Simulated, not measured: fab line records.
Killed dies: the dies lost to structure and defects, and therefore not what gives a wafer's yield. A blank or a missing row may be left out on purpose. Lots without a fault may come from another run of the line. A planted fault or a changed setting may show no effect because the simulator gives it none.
One fault through the eyes of 3 desks || flow n5-finfet || numbers are kept per desk, each desk with only its own; the story behind them comes last

## THE DEFECT DESK
Lot by lot, what the route's inspections counted, given as the mean of those sampled wafers with a number. Marked OUT: a lot whose mean sits more than 4 standard deviations from the usual mean, which makes it out of limits; the brackets give that distance.
Columns: A = raw-defect-count at N5_BEOL_M15_INSPECT_12, usual 2.5
{"lot": "L596", "first seen here": "day 11 06:04", "A": 2.7}
{"lot": "L597", "first seen here": "day 11 16:14", "A": 2.3}
{"lot": "L599", "first seen here": "day 12 07:58", "A": 2.7}
{"lot": "L600", "first seen here": "day 12 16:07", "A": 2.0}
{"lot": "L601", "first seen here": "day 12 16:22", "A": 3.7}
{"lot": "L606", "first seen here": "day 14 08:51", "A": 4.0}
{"lot": "L609", "first seen here": "day 14 18:32", "A": 1.0}
{"lot": "L615", "first seen here": "day 16 04:59", "A": 1.0}
{"lot": "L614", "first seen here": "day 16 09:50", "A": 2.5}
{"lot": "L618", "first seen here": "day 17 03:59", "A": 3.7}
{"lot": "L617", "first seen here": "day 17 19:16", "A": 2.0}
{"lot": "L619", "first seen here": "day 18 12:26", "A": 3.3}
Result from this desk: across the 12 lots, nothing is out of limits.

## DESK OF THE TOOL OWNER: krf-scanner-02
The tool's own readings at N5_BEOL_M15_EXPOSE_25 (exposes mask M15, target cd 400 nm): means of the sampled wafers that have a number, for each lot that ran on this tool. Marked OUT: a lot whose mean sits more than 4 standard deviations from the usual mean, which makes it out of limits; the brackets give that distance.
Columns: A = exposure-dose-mJ-cm2 at N5_BEOL_M15_EXPOSE_25, usual 35.65; B = stage-vel-mm-s at N5_BEOL_M15_EXPOSE_25, usual 499.97 mm/s
{"lot": "L596", "first seen here": "day 11 07:23", "A": 35.47, "B": 499.93}
{"lot": "L597", "first seen here": "day 11 17:35", "A": 35.50, "B": 500.20}
{"lot": "L599", "first seen here": "day 12 09:21", "A": 35.52, "B": 499.70}
{"lot": "L600", "first seen here": "day 12 17:24", "A": 35.48, "B": 499.96}
{"lot": "L615", "first seen here": "day 16 06:13", "A": "40.73 (+23) OUT", "B": 500.13}
{"lot": "L614", "first seen here": "day 16 11:19", "A": "39.70 (+18) OUT", "B": 499.99}
This desk's verdict: out of limits on L614, L615, starting with L615 at day 16 06:13 (exposure-dose-mJ-cm2 at N5_BEOL_M15_EXPOSE_25). L596, L597, L599, L600: within limits.

## FROM THE METROLOGY DESK
Means of the sampled wafers that have a number, per lot and without regard to the tool the lot ran on: this is what the gauges read. Marked OUT: a lot whose mean sits more than 4 standard deviations from the usual mean, which makes it out of limits; the brackets give that distance.
Columns: A = M15_ILD_THK at N5_BEOL_M15_THK_MEAS_01, usual 1631 nm; B = V14_OVL at N5_BEOL_M15_OVL_MEAS_11, usual 2 nm; C = cd-nm at N5_BEOL_M15_CD_MEAS_28, usual 408.2 nm
{"lot": "L596", "first seen here": "day 11 05:35", "A": 1632, "B": 2, "C": 409.0}
{"lot": "L597", "first seen here": "day 11 15:52", "A": 1653, "B": -12, "C": 408.9}
{"lot": "L599", "first seen here": "day 12 07:36", "A": 1638, "B": -8, "C": 407.3}
{"lot": "L600", "first seen here": "day 12 15:44", "A": 1615, "B": -0, "C": 406.6}
{"lot": "L601", "first seen here": "day 12 16:01", "A": 1643, "B": 2, "C": 408.7}
{"lot": "L606", "first seen here": "day 14 08:22", "A": 1622, "B": -1, "C": 407.8}
{"lot": "L609", "first seen here": "day 14 18:11", "A": 1636, "B": 14, "C": 409.6}
{"lot": "L615", "first seen here": "day 16 04:38", "A": 1636, "B": 8, "C": "430.5 (+13) OUT"}
{"lot": "L614", "first seen here": "day 16 09:21", "A": 1647, "B": 20, "C": "426.5 (+11) OUT"}
{"lot": "L618", "first seen here": "day 17 03:30", "A": 1614, "B": 3, "C": 410.5}
{"lot": "L617", "first seen here": "day 17 18:54", "A": 1630, "B": -4, "C": 406.1}
{"lot": "L619", "first seen here": "day 18 11:57", "A": 1612, "B": -3, "C": 409.3}
This desk's verdict: out of limits on L614, L615, starting with L615 at day 16 06:23 (cd-nm at N5_BEOL_M15_CD_MEAS_28). L596, L597, L599, L600, L601, L606, L609, L618, L617, L619: within limits.

## BROUGHT TOGETHER
An alarm could have come from the tool owner's desk at day 16 06:13, on L614, L615.
The metrology desk could have raised an alarm at day 16 06:23, on L614, L615.
Nothing the defect desk looked at was out of limits.
The defect desk has L614, L615 on record, within its limits.
All the named lots went through N5_BEOL_M15_EXPOSE_25 on krf-scanner-02.

## WHAT WAS PUT IN BY THE SIMULATOR
Process parameter drift: krf-scanner-02, from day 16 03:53 on, at N5_BEOL_M15_EXPOSE_25. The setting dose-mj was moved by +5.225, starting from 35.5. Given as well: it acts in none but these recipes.
Struck lots among those shown: L614, L615.
Hours from the fault's start to each desk's first reading out of limits: the tool owner's desk, 2; the metrology desk, 3.
